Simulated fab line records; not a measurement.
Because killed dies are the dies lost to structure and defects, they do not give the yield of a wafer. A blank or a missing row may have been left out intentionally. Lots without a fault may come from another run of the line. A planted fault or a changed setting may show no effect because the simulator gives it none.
Matching of chambers	flow nandHarc	rieDiel-03 running NHARC_A_CONTACT_DESCUM_74: 4 sister chambers
The step chemistry O2, time 3 s. 4 wafers are shown with their chamber, then 7 later ones without.

WAFERS PAIRED WITH THEIR CHAMBERS
wafer	chamber	showerheadPlenumPTorr (Torr)
L938.2	3	2.01
L941.6	0	1.81
L944.1	1	1.82
L944.3	2	1.95

WAFERS MISSING THEIR CHAMBER
wafer	showerheadPlenumPTorr (Torr)
L944.4	1.81
L946.1	1.95
L946.2	2.01
L946.5	1.95
L949.2	1.81
L949.5	2.00
L949.6	1.81

CHAMBER TAKEN BY EACH
wafer	from the rows above	in truth
L944.4	0	0
L946.1	2	2
L946.2	3	3
L946.5	2	2
L949.2	0	0
L949.5	3	3
L949.6	0	0
7 of 7 placed correctly. Can't be placed from these rows: 0. Wrongly placed: 0.
How it was worked out, from the rows above alone: a wafer's distance from a chamber is the root of the sum, over the readings, of the square of ((its reading less the chamber's mean) divided by the reading's scatter). The wafer belongs to the nearest chamber; if the next one is less than 2 further off, it can't be placed. A chamber's mean is the mean of its shown wafers. The scatter: root of mean squared gap, hidden wafer to nearest shown wafer, with one shown wafer a chamber.
